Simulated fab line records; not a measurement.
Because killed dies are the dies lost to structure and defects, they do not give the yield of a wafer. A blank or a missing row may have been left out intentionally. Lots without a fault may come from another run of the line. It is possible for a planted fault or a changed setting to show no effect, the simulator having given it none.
Which of the tools did it? || flow nand harc || 13 lots, 39 wafers sampled, at 5 steps of a route of 1302

== WHAT THE GAUGES SHOWED, per wafer ==
NHARC_A_CHANNEL_HOLE_D1_INSPECT_40. Usual: raw defect count 75, standard deviation 23.
{"lot": "L332", "measured": "day 9 23:55", "on": "defect inspect-01", "raw defect count": "85 104 85", "flag": ""}
{"lot": "L331", "measured": "day 10 01:13", "on": "defect inspect-02", "raw defect count": "52 29 58", "flag": ""}
{"lot": "L333", "measured": "day 10 14:58", "on": "defect inspect-02", "raw defect count": "61 77 68", "flag": ""}
{"lot": "L340", "measured": "day 13 05:04", "on": "defect inspect-02", "raw defect count": "104 96 74", "flag": ""}
{"lot": "L341", "measured": "day 13 15:14", "on": "defect inspect-01", "raw defect count": "52 49 75", "flag": ""}
{"lot": "L342", "measured": "day 14 03:39", "on": "defect inspect-01", "raw defect count": "52 52 59", "flag": ""}
{"lot": "L343", "measured": "day 14 23:01", "on": "defect inspect-02", "raw defect count": "118 72 88", "flag": ""}
{"lot": "L344", "measured": "day 15 00:46", "on": "defect inspect-01", "raw defect count": "42 35 48", "flag": ""}
{"lot": "L345", "measured": "day 15 11:13", "on": "defect inspect-01", "raw defect count": "90 89 95", "flag": ""}
{"lot": "L348", "measured": "day 16 21:02", "on": "defect inspect-02", "raw defect count": "95 100 109", "flag": ""}
{"lot": "L349", "measured": "day 16 22:43", "on": "defect inspect-02", "raw defect count": "51 61 58", "flag": ""}
{"lot": "L350", "measured": "day 17 15:00", "on": "defect inspect-01", "raw defect count": "112 78 92", "flag": ""}
{"lot": "L352", "measured": "day 18 09:01", "on": "defect inspect-01", "raw defect count": "79 51 66", "flag": ""}

NHARC_A_ONON_D2_THK_MEAS_14: measures by ellipsometry. Usual: thk nm 1002 nm, standard deviation 9.5.
{"lot": "L332", "measured": "day 13 15:43", "on": "film metro-02", "thk nm (nm)": "992 990 991", "flag": ""}
{"lot": "L331", "measured": "day 13 15:47", "on": "film metro-01", "thk nm (nm)": "994 992 993", "flag": ""}
{"lot": "L333", "measured": "day 14 05:46", "on": "film metro-01", "thk nm (nm)": "1014 1016 1014", "flag": ""}
{"lot": "L340", "measured": "day 16 20:27", "on": "film metro-01", "thk nm (nm)": "999 999 1000", "flag": ""}
{"lot": "L341", "measured": "day 17 13:33", "on": "film metro-01", "thk nm (nm)": "928 929 928 929 929 929", "flag": "OFF"}
{"lot": "L342", "measured": "day 17 19:04", "on": "film metro-01", "thk nm (nm)": "933 935 932 933 933 934", "flag": "OFF"}
{"lot": "L343", "measured": "day 18 14:58", "on": "film metro-02", "thk nm (nm)": "1012 1007 1009", "flag": ""}
{"lot": "L344", "measured": "day 18 15:08", "on": "film metro-01", "thk nm (nm)": "999 999 998", "flag": ""}
{"lot": "L345", "measured": "day 19 04:13", "on": "film metro-02", "thk nm (nm)": "1002 1000 1000", "flag": ""}
{"lot": "L348", "measured": "day 20 12:16", "on": "film metro-01", "thk nm (nm)": "1025 1025 1026", "flag": ""}
{"lot": "L349", "measured": "day 20 12:16", "on": "film metro-02", "thk nm (nm)": "990 988 989", "flag": ""}
{"lot": "L350", "measured": "day 21 07:10", "on": "film metro-01", "thk nm (nm)": "987 987 986", "flag": ""}
{"lot": "L352", "measured": "day 21 21:20", "on": "film metro-01", "thk nm (nm)": "988 989 990", "flag": ""}

NHARC_END_SORT_01. Usual: killed at array 54, standard deviation 21; killed at other 1.0, standard deviation 1.2; killed at periphery 3.6, standard deviation 2.6; killed dies 58, standard deviation 20; killed open 3.3, standard deviation 1.9; killed short 2.6, standard deviation 1.5.
{"lot": "L332", "measured": "day 25 20:22", "on": "prober-01", "killed at array": "59 53 49", "killed at other": "1 1 0", "killed at periphery": "2 0 1", "killed dies": "62 54 50", "killed open": "2 4 3", "killed short": "2 2 1", "flag": ""}
{"lot": "L340", "measured": "day 28 12:41", "on": "prober-02", "killed at array": "96 63 77", "killed at other": "0 0 0", "killed at periphery": "6 4 10", "killed dies": "102 67 87", "killed open": "4 2 1", "killed short": "2 3 3", "flag": ""}
{"lot": "L341", "measured": "day 29 15:25", "on": "prober-02", "killed at array": "674 668 671", "killed at other": "0 1 0", "killed at periphery": "3 8 6", "killed dies": "677 677 677", "killed open": "3 2 6", "killed short": "0 3 5", "flag": "OFF"}
{"lot": "L342", "measured": "day 29 17:06", "on": "prober-01", "killed at array": "667 673 673", "killed at other": "0 0 1", "killed at periphery": "10 4 3", "killed dies": "677 677 677", "killed open": "4 3 2", "killed short": "0 1 1", "flag": "OFF"}
{"lot": "L343", "measured": "day 31 10:37", "on": "prober-01", "killed at array": "93 65 73", "killed at other": "0 1 1", "killed at periphery": "4 0 7", "killed dies": "97 66 81", "killed open": "5 4 4", "killed short": "2 1 4", "flag": ""}
{"lot": "L344", "measured": "day 31 02:01", "on": "prober-02", "killed at array": "55 28 37", "killed at other": "3 3 5", "killed at periphery": "2 4 0", "killed dies": "60 35 42", "killed open": "4 1 3", "killed short": "2 2 2", "flag": ""}
{"lot": "L345", "measured": "day 30 19:50", "on": "prober-02", "killed at array": "77 69 74", "killed at other": "0 0 1", "killed at periphery": "8 10 11", "killed dies": "85 79 86", "killed open": "4 3 7", "killed short": "2 1 2", "flag": ""}
{"lot": "L348", "measured": "day 32 21:08", "on": "prober-01", "killed at array": "67 70 74", "killed at other": "0 1 0", "killed at periphery": "6 4 6", "killed dies": "73 75 80", "killed open": "7 1 6", "killed short": "4 3 2", "flag": ""}
{"lot": "L349", "measured": "day 32 21:00", "on": "prober-02", "killed at array": "38 56 61", "killed at other": "1 0 1", "killed at periphery": "3 2 1", "killed dies": "42 58 63", "killed open": "4 2 1", "killed short": "3 3 5", "flag": ""}
{"lot": "L350", "measured": "day 33 02:50", "on": "prober-01", "killed at array": "57 59 54", "killed at other": "0 1 4", "killed at periphery": "2 0 2", "killed dies": "59 60 60", "killed open": "5 3 2", "killed short": "1 1 1", "flag": ""}

== EACH LOT AND THE TOOL THAT RAN IT (in order: tool; ch and the chambers of the sampled wafers; start) ==
{"lot": "L332", "NHARC_A_CHANNEL_FILL_D1_STRIP_28": "rie diel-08 ch 1,2,3, day 11 00:25", "NHARC_A_ONON_D2_DEP_12": "pecvd onon-03 ch 0, day 13 15:19"}
{"lot": "L331", "NHARC_A_CHANNEL_FILL_D1_STRIP_28": "rie diel-13 ch 0,1,2, day 11 00:26", "NHARC_A_ONON_D2_DEP_12": "pecvd onon-02 ch 0, day 13 15:17"}
{"lot": "L333", "NHARC_A_CHANNEL_FILL_D1_STRIP_28": "rie diel-08 ch 2,3, day 11 15:26", "NHARC_A_ONON_D2_DEP_12": "pecvd onon-02 ch 0, day 14 05:23"}
{"lot": "L340", "NHARC_A_CHANNEL_FILL_D1_STRIP_28": "rie diel-09 ch 0,1,2, day 14 04:35", "NHARC_A_ONON_D2_DEP_12": "pecvd onon-03 ch 0, day 16 20:00"}
{"lot": "L341", "NHARC_A_CHANNEL_FILL_D1_STRIP_28": "rie diel-08 ch 1,2,3, day 14 18:16", "NHARC_A_ONON_D2_DEP_12": "pecvd onon-03 ch 0, day 17 13:02"}
{"lot": "L342", "NHARC_A_CHANNEL_FILL_D1_STRIP_28": "rie diel-09 ch 1,2, day 15 08:02", "NHARC_A_ONON_D2_DEP_12": "pecvd onon-03 ch 0, day 17 18:40"}
{"lot": "L343", "NHARC_A_CHANNEL_FILL_D1_STRIP_28": "rie diel-13 ch 1,2,3, day 16 00:28", "NHARC_A_ONON_D2_DEP_12": "pecvd onon-02 ch 0, day 18 14:35"}
{"lot": "L344", "NHARC_A_CHANNEL_FILL_D1_STRIP_28": "rie diel-08 ch 1,2,3, day 16 00:28", "NHARC_A_ONON_D2_DEP_12": "pecvd onon-01 ch 0, day 18 14:37"}
{"lot": "L345", "NHARC_A_CHANNEL_FILL_D1_STRIP_28": "rie diel-09 ch 1,3, day 16 11:37", "NHARC_A_ONON_D2_DEP_12": "pecvd onon-02 ch 0, day 19 03:50"}
{"lot": "L348", "NHARC_A_CHANNEL_FILL_D1_STRIP_28": "rie diel-08 ch 0,3, day 17 23:20", "NHARC_A_ONON_D2_DEP_12": "pecvd onon-02 ch 0, day 20 11:55"}
{"lot": "L349", "NHARC_A_CHANNEL_FILL_D1_STRIP_28": "rie diel-13 ch 1,2,3, day 17 23:20", "NHARC_A_ONON_D2_DEP_12": "pecvd onon-01 ch 0, day 20 11:45"}
{"lot": "L350", "NHARC_A_CHANNEL_FILL_D1_STRIP_28": "rie diel-13 ch 0,3, day 18 15:34", "NHARC_A_ONON_D2_DEP_12": "pecvd onon-01 ch 0, day 21 06:40"}
{"lot": "L352", "NHARC_A_CHANNEL_FILL_D1_STRIP_28": "rie diel-08 ch 1,2,3, day 19 09:31", "NHARC_A_ONON_D2_DEP_12": "pecvd onon-03 ch 0, day 21 20:53"}
- NHARC_A_CHANNEL_FILL_D1_STRIP_28: strips in O2, time 20 s.
- NHARC_A_ONON_D2_DEP_12: target thk 1000 nm.

== AS READ BY THE TOOLS THEMSELVES (means over the sampled wafers that have a number; for cases with no such wafer, the mark the record gives instead) ==
NHARC_A_CHANNEL_FILL_D1_STRIP_28. Usual: drypump motor current A 5.2 A, standard deviation 0.41; mfc ar sccm 0.016 sccm, standard deviation 0.013; oes product au 0.994 a.u., standard deviation 0.0087; rf vpp V 57.6 V, standard deviation 0.91; showerhead plenum p Torr 3.49 Torr, standard deviation 0.15; throttle valve pct 17.037 %, standard deviation 0.0079.
{"lot": "L332", "tool": "rie diel-08", "drypump motor current A (A)": 5.0, "mfc ar sccm (sccm)": 0.018, "oes product au (a.u.)": 0.993, "rf vpp V (V)": 57.3, "showerhead plenum p Torr (Torr)": 3.57, "throttle valve pct (%)": 17.044, "flag": ""}
{"lot": "L331", "tool": "rie diel-13", "drypump motor current A (A)": 5.7, "mfc ar sccm (sccm)": 0.011, "oes product au (a.u.)": 0.991, "rf vpp V (V)": 57.2, "showerhead plenum p Torr (Torr)": 3.40, "throttle valve pct (%)": 17.036, "flag": ""}
{"lot": "L333", "tool": "rie diel-08", "drypump motor current A (A)": 4.9, "mfc ar sccm (sccm)": 0.019, "oes product au (a.u.)": 1.003, "rf vpp V (V)": 57.3, "showerhead plenum p Torr (Torr)": 3.50, "throttle valve pct (%)": 17.038, "flag": ""}
{"lot": "L340", "tool": "rie diel-09", "drypump motor current A (A)": 5.4, "mfc ar sccm (sccm)": 0.021, "oes product au (a.u.)": 0.995, "rf vpp V (V)": 57.3, "showerhead plenum p Torr (Torr)": 3.54, "throttle valve pct (%)": 17.039, "flag": ""}
{"lot": "L341", "tool": "rie diel-08", "drypump motor current A (A)": 5.0, "mfc ar sccm (sccm)": 0.018, "oes product au (a.u.)": 0.997, "rf vpp V (V)": 57.8, "showerhead plenum p Torr (Torr)": 3.57, "throttle valve pct (%)": 17.040, "flag": ""}
{"lot": "L342", "tool": "rie diel-09", "drypump motor current A (A)": 5.4, "mfc ar sccm (sccm)": 0.023, "oes product au (a.u.)": 0.977, "rf vpp V (V)": 58.6, "showerhead plenum p Torr (Torr)": 3.64, "throttle valve pct (%)": 17.041, "flag": ""}
{"lot": "L343", "tool": "rie diel-13", "drypump motor current A (A)": 5.4, "mfc ar sccm (sccm)": 0.011, "oes product au (a.u.)": 0.998, "rf vpp V (V)": 56.9, "showerhead plenum p Torr (Torr)": 3.44, "throttle valve pct (%)": 17.041, "flag": ""}
{"lot": "L344", "tool": "rie diel-08", "drypump motor current A (A)": 5.1, "mfc ar sccm (sccm)": 0.018, "oes product au (a.u.)": 0.994, "rf vpp V (V)": 57.7, "showerhead plenum p Torr (Torr)": 3.57, "throttle valve pct (%)": 17.041, "flag": ""}
{"lot": "L345", "tool": "rie diel-09", "drypump motor current A (A)": 5.3, "mfc ar sccm (sccm)": 0.008, "oes product au (a.u.)": 0.988, "rf vpp V (V)": 57.4, "showerhead plenum p Torr (Torr)": 3.49, "throttle valve pct (%)": 17.032, "flag": ""}
{"lot": "L348", "tool": "rie diel-08", "drypump motor current A (A)": 5.0, "mfc ar sccm (sccm)": 0.020, "oes product au (a.u.)": 0.993, "rf vpp V (V)": 56.4, "showerhead plenum p Torr (Torr)": 3.36, "throttle valve pct (%)": 17.044, "flag": ""}
{"lot": "L349", "tool": "rie diel-13", "drypump motor current A (A)": 5.4, "mfc ar sccm (sccm)": 0.011, "oes product au (a.u.)": 0.991, "rf vpp V (V)": 57.1, "showerhead plenum p Torr (Torr)": 3.43, "throttle valve pct (%)": 17.035, "flag": ""}
{"lot": "L350", "tool": "rie diel-13", "drypump motor current A (A)": 5.3, "mfc ar sccm (sccm)": 0.000, "oes product au (a.u.)": 0.996, "rf vpp V (V)": 56.9, "showerhead plenum p Torr (Torr)": 3.45, "throttle valve pct (%)": 17.038, "flag": ""}
{"lot": "L352", "tool": "rie diel-08", "drypump motor current A (A)": 5.0, "mfc ar sccm (sccm)": 0.018, "oes product au (a.u.)": 0.984, "rf vpp V (V)": 58.1, "showerhead plenum p Torr (Torr)": 3.57, "throttle valve pct (%)": 17.032, "flag": ""}

== THE ANSWER, worked out from the rows above alone ==
Rule: a lot counts as off when the mean over its wafers that have a number is more than 3 standard deviations away from the usual mean. Also off: a lot with no number at a reading for which 4 or more lots have one. Where the step has rows for the other lots, those lots are counted as sound. The gauges are gone through in route order, then the tools' own readings, and for those a lot's mean is taken as printed above. At the first step where some lot is off, the reading lying furthest off is the one used; lots without a number count as furthest.
Off, at NHARC_A_ONON_D2_THK_MEAS_14 on thk nm: L341, L342.
If a tool, at a process step before that reading, ran all the lots that are off and no sound lot after the first of them, it fits. The gauges at NHARC_A_ONON_D2_THK_MEAS_14 aren't tried: what is off there is off at NHARC_END_SORT_01 too, on other tools, and a gauge's error can't cause that. No candidate that was tried fits.

== WHAT HAD BEEN PUT IN BY THE SIMULATOR ==
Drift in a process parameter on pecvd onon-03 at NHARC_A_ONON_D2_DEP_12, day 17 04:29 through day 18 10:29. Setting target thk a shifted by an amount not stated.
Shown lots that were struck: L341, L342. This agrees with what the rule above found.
